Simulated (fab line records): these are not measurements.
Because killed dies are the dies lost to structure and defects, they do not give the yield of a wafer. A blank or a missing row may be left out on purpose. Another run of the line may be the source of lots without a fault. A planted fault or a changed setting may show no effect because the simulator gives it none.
Which tool did it? + flow nand_harc + 11 lots, 33 wafers sampled, at 5 steps of a route of 1302

WHAT EACH GAUGE READ, for each wafer
NHARC_END_SORT_01. Usual: defect_limited_yield 92.4 %, standard deviation 2.2; killed_at_array 46, standard deviation 15; killed_at_other 1.0, standard deviation 1.3; killed_at_periphery 4, standard deviation 3; killed_dies 51, standard deviation 15; killed_open 3.2, standard deviation 1.8; killed_short 2.5, standard deviation 1.5; sort_bin_2_pct 2.7 %, standard deviation 1.1; sort_bin_3_pct 0.6 %, standard deviation 0.34; sort_bin_4_pct 4.3 %, standard deviation 1.3; sort_n_pass 626, standard deviation 15; sort_rim_yield_pct 89 %, standard deviation 4.4; sort_yield_pct 92.4 %, standard deviation 2.2.
| lot  | measured     | on        | defect_limited_yield (%) | killed_at_array | killed_at_other | killed_at_periphery | killed_dies | killed_open | killed_short | sort_bin_2_pct (%) | sort_bin_3_pct (%) | sort_bin_4_pct (%) | sort_n_pass | sort_rim_yield_pct (%) | sort_yield_pct (%) | flag |
|------|--------------|-----------|--------------------------|-----------------|-----------------|---------------------|-------------|-------------|--------------|--------------------|--------------------|--------------------|-------------|------------------------|--------------------|------|
| L927 | day 26 01:38 | prober-01 | 90.8 93.9 94.8           | 51 39 29        | 2 0 0           | 9 2 6               | 62 41 35    | 1 3 3       | 2 1 2        | 3.2 2.2 1.9        | 1.0 0.1 0.1        | 4.9 3.7 3.1        | 615 636 642 | 92 98 89               | 90.8 93.9 94.8     |      |
| L937 | day 28 22:12 | prober-02 | 89.7 93.8 93.5           | 64 32 37        | 0 1 2           | 6 9 5               | 70 42 44    | 7 4 2       | 4 2 6        | 3.4 1.8 2.2        | 0.6 0.6 0.9        | 6.4 3.8 3.4        | 607 635 633 | 97 89 89               | 89.7 93.8 93.5     |      |
| L947 | day 32 18:22 | prober-01 | 96.2 94.7 93.8           | 22 32 36        | 0 0 1           | 4 4 5               | 26 36 42    | 2 5 3       | 5 2 2        | 1.0 1.5 2.7        | 0.3 0.3 0          | 2.5 3.5 3.5        | 651 641 635 | 95 94 89               | 96.2 94.7 93.8     |      |
| L948 | day 33 18:46 | prober-01 | 96.0 96.3 96.2           | 20 15 22        | 1 2 2           | 6 8 2               | 27 25 26    | 2 3 2       | 3 3 3        | 1.3 0.7 1.8        | 0 0.1 0.3          | 2.7 2.8 1.8        | 650 652 651 | 93 93 96               | 96.0 96.3 96.2     |      |
| L950 | day 33 17:59 | prober-02 | 92.8 92.3 92.5           | 46 49 50        | 1 0 0           | 2 3 1               | 49 52 51    | 5 4 7       | 1 3 2        | 2.7 3.5 3.7        | 0.1 0.4 0.4        | 4.4 3.7 3.4        | 628 625 626 | 87 92 87               | 92.8 92.3 92.5     |      |

WHAT TOOL EACH LOT RAN ON (gives the tool, then ch and the chambers of the sampled wafers, and finally the start)
| lot  | NHARC_P_M2_PRE_CLEAN_32         | NHARC_P_BONDPAD_DESCUM_11          | NHARC_P_BONDPAD_STRIP_15           | NHARC_P_BONDPAD_PRE_CLEAN_26            |
|------|---------------------------------|------------------------------------|------------------------------------|-----------------------------------------|
| L927 | pecvd-01 ch 0,1, day 6 09:33    | rie_diel-12 ch 1,3, day 6 11:22    | rie_diel-10 ch 0,1, day 6 11:44    | pvd_sputter-02, day 26 01:38 or earlier |
| L930 | pecvd-04 ch 0,1, day 7 16:26    | rie_diel-05 ch 1,3, day 7 18:21    | rie_diel-12 ch 2,3, day 7 18:47    | pvd_sputter-02, no start                |
| L932 | pecvd-04 ch 0,2, day 8 14:31    | rie_diel-12 ch 1,3, day 8 16:19    | rie_diel-05 ch 2,3, day 8 16:43    | pvd_sputter-01, no start                |
| L933 | pecvd-01 ch 1,2, day 9 09:08    | rie_diel-10 ch 0,2, day 9 11:03    | rie_diel-12 ch 1,3, day 9 11:28    | pvd_sputter-03, no start                |
| L935 | pecvd-04 ch 0,1,2, day 9 20:35  | rie_diel-10 ch 0,2, day 9 22:31    | rie_diel-10 ch 1,2,3, day 9 22:54  | pvd_sputter-03, no start                |
| L936 | pecvd-03 ch 0,2, day 10 15:11   | rie_diel-12 ch 0,2,3, day 10 17:08 | rie_diel-10 ch 0,1,3, day 10 17:32 | pvd_sputter-02, no start                |
| L937 | pecvd-04 ch 0,2, day 10 22:44   | rie_diel-05 ch 1,2,3, day 11 00:32 | rie_diel-12 ch 0,2,3, day 11 00:56 | pvd_sputter-01, day 28 22:12 or earlier |
| L943 | pecvd-03 ch 1,2, day 13 12:25   | rie_diel-12 ch 1,3, day 13 14:20   | rie_diel-05 ch 0,3, day 13 14:43   | pvd_sputter-01, no start                |
| L947 | pecvd-01 ch 0,2, day 14 21:12   | rie_diel-05 ch 0,1,3, day 14 23:01 | rie_diel-12 ch 2,3, day 14 23:24   | pvd_sputter-03, day 32 18:22 or earlier |
| L948 | pecvd-01 ch 0,1, day 15 16:44   | rie_diel-12 ch 0,2,3, day 15 18:32 | rie_diel-10 ch 0,3, day 15 18:57   | pvd_sputter-02, day 33 18:46 or earlier |
| L950 | pecvd-04 ch 0,1,2, day 16 07:01 | rie_diel-12 ch 0,2,3, day 16 08:56 | rie_diel-10 ch 1,2,3, day 16 09:22 | pvd_sputter-01, day 33 17:59 or earlier |
- NHARC_P_M2_PRE_CLEAN_32: time 12 s.
- NHARC_P_BONDPAD_DESCUM_11: chemistry O2, time 3 s.
- NHARC_P_BONDPAD_STRIP_15: strips in O2.
- NHARC_P_BONDPAD_PRE_CLEAN_26: time 30 s.

WHAT THE TOOLS THEMSELVES READ (means of the sampled wafers that have a number; where no wafer has one, the mark that the record gives instead)
NHARC_P_M2_PRE_CLEAN_32. Usual: heater_power_w at 631 W, with a standard deviation of 70.
| lot  | tool     | heater_power_w (W) | flag |
|------|----------|--------------------|------|
| L927 | pecvd-01 | 644                |      |
| L930 | pecvd-04 | 621                |      |
| L932 | pecvd-04 | 588                |      |
| L933 | pecvd-01 | 647                |      |
| L935 | pecvd-04 | 613                |      |
| L936 | pecvd-03 | 633                |      |
| L937 | pecvd-04 | 582                |      |
| L943 | pecvd-03 | 730                |      |
| L947 | pecvd-01 | 660                |      |
| L948 | pecvd-01 | 635                |      |
| L950 | pecvd-04 | 641                |      |

NHARC_P_BONDPAD_DESCUM_11. Usual: drypump_motor_current_A 5.90 A, standard deviation 0.28; oes_product_au 0.999 a.u., standard deviation 0.015; rf_vpp_V 57.9 V, standard deviation 0.95; showerhead_plenum_p_Torr 1.92 Torr, standard deviation 0.077; throttle_valve_pct 11.313 %, standard deviation 0.0092.
| lot  | tool        | drypump_motor_current_A (A) | oes_product_au (a.u.) | rf_vpp_V (V) | showerhead_plenum_p_Torr (Torr) | throttle_valve_pct (%) | flag |
|------|-------------|-----------------------------|-----------------------|--------------|---------------------------------|------------------------|------|
| L927 | rie_diel-12 | 5.76                        | 1.003                 | 58.1         | 2.01                            | 11.308                 |      |
| L930 | rie_diel-05 | 6.19                        | 1.015                 | 57.6         | 1.97                            | 11.308                 |      |
| L932 | rie_diel-12 | 5.66                        | 1.001                 | 57.7         | 1.97                            | 11.317                 |      |
| L933 | rie_diel-10 | 5.94                        | 1.010                 | 57.0         | 1.82                            | 11.321                 |      |
| L935 | rie_diel-10 | 5.96                        | 1.014                 | 57.5         | 1.85                            | 11.314                 |      |
| L936 | rie_diel-12 | 5.80                        | 1.007                 | 58.4         | 1.93                            | 11.304                 |      |
| L937 | rie_diel-05 | 5.89                        | 1.002                 | 57.9         | 1.95                            | 11.315                 |      |
| L943 | rie_diel-12 | 5.65                        | 0.996                 | 58.4         | 1.97                            | 11.312                 |      |
| L947 | rie_diel-05 | 6.08                        | 0.997                 | 58.5         | 1.97                            | 11.318                 |      |
| L948 | rie_diel-12 | 5.82                        | 0.990                 | 57.0         | 1.93                            | 11.326                 |      |
| L950 | rie_diel-12 | 5.79                        | 1.001                 | 57.9         | 1.93                            | 11.302                 |      |

NHARC_P_BONDPAD_STRIP_15. Usual: chamber_pressure_mTorr 60.00 mTorr, standard deviation 0.056; drypump_motor_current_A 5.95 A, standard deviation 0.29; oes_product_au 1.002 a.u., standard deviation 0.014; rf_vpp_V 57.8 V, standard deviation 0.9; showerhead_plenum_p_Torr 3.51 Torr, standard deviation 0.15; throttle_valve_pct 17.036 %, standard deviation 0.0085.
| lot  | tool        | chamber_pressure_mTorr (mTorr) | drypump_motor_current_A (A) | oes_product_au (a.u.) | rf_vpp_V (V) | showerhead_plenum_p_Torr (Torr) | throttle_valve_pct (%) | flag |
|------|-------------|--------------------------------|-----------------------------|-----------------------|--------------|---------------------------------|------------------------|------|
| L927 | rie_diel-10 | 59.91                          | 6.31                        | 1.013                 | 56.9         | 3.36                            | 17.038                 |      |
| L930 | rie_diel-12 | 60.02                          | 5.68                        | 1.006                 | 57.8         | 3.61                            | 17.033                 |      |
| L932 | rie_diel-05 | 59.99                          | 6.04                        | 1.011                 | 58.6         | 3.56                            | 17.036                 |      |
| L933 | rie_diel-12 | 60.03                          | 5.67                        | 0.998                 | 58.1         | 3.63                            | 17.034                 |      |
| L935 | rie_diel-10 | 59.94                          | 6.18                        | 0.991                 | 57.7         | 3.31                            | 17.041                 |      |
| L936 | rie_diel-10 | -                              | -                           | -                     | -            | -                               | -                      | OFF  |
| L937 | rie_diel-12 | -                              | -                           | -                     | -            | -                               | -                      | OFF  |
| L943 | rie_diel-05 | 60.02                          | 6.25                        | 1.001                 | 59.2         | 3.60                            | 17.026                 |      |
| L947 | rie_diel-12 | 60.01                          | 5.69                        | 1.017                 | 57.6         | 3.61                            | 17.034                 |      |
| L948 | rie_diel-10 | 59.98                          | 5.97                        | 1.011                 | 58.6         | 3.42                            | 17.036                 |      |
| L950 | rie_diel-10 | 59.97                          | 6.20                        | 0.995                 | 57.0         | 3.30                            | 17.049                 |      |

NHARC_P_BONDPAD_PRE_CLEAN_26. Usual: heater_power_w at 410 W, with a standard deviation of 35.
| lot  | tool           | heater_power_w (W) | flag |
|------|----------------|--------------------|------|
| L927 | pvd_sputter-02 | 413                |      |
| L930 | pvd_sputter-02 | 417                |      |
| L932 | pvd_sputter-01 | 423                |      |
| L933 | pvd_sputter-03 | 454                |      |
| L935 | pvd_sputter-03 | 350                |      |
| L936 | pvd_sputter-02 | 409                |      |
| L937 | pvd_sputter-01 | 413                |      |
| L943 | pvd_sputter-01 | 409                |      |
| L947 | pvd_sputter-03 | 444                |      |
| L948 | pvd_sputter-02 | 402                |      |
| L950 | pvd_sputter-01 | 416                |      |

THE ANSWER, worked out from the rows above alone
Rule: a lot is off if the mean of its wafers that have a number lies more than 3 standard deviations from the usual mean. Also off: a lot with no number at a reading for which 4 or more lots have one. Any other lot the step has rows for is counted as sound. The gauges are gone through in route order, then the tools' own readings, and for those a lot's mean is taken as printed above. The first step at which some lot is off is used, and at that step the reading that is off furthest; a lot without a number counts as furthest.
Off: L936, L937 (NHARC_P_BONDPAD_STRIP_15, chamber_pressure_mTorr). Without a number there: L936, L937.
A tool fits if, at that step or a process step before it, it ran every lot that is off, and no sound lot after the first of them. No candidate that was tried fits.

WHAT THE SIMULATOR PUT IN
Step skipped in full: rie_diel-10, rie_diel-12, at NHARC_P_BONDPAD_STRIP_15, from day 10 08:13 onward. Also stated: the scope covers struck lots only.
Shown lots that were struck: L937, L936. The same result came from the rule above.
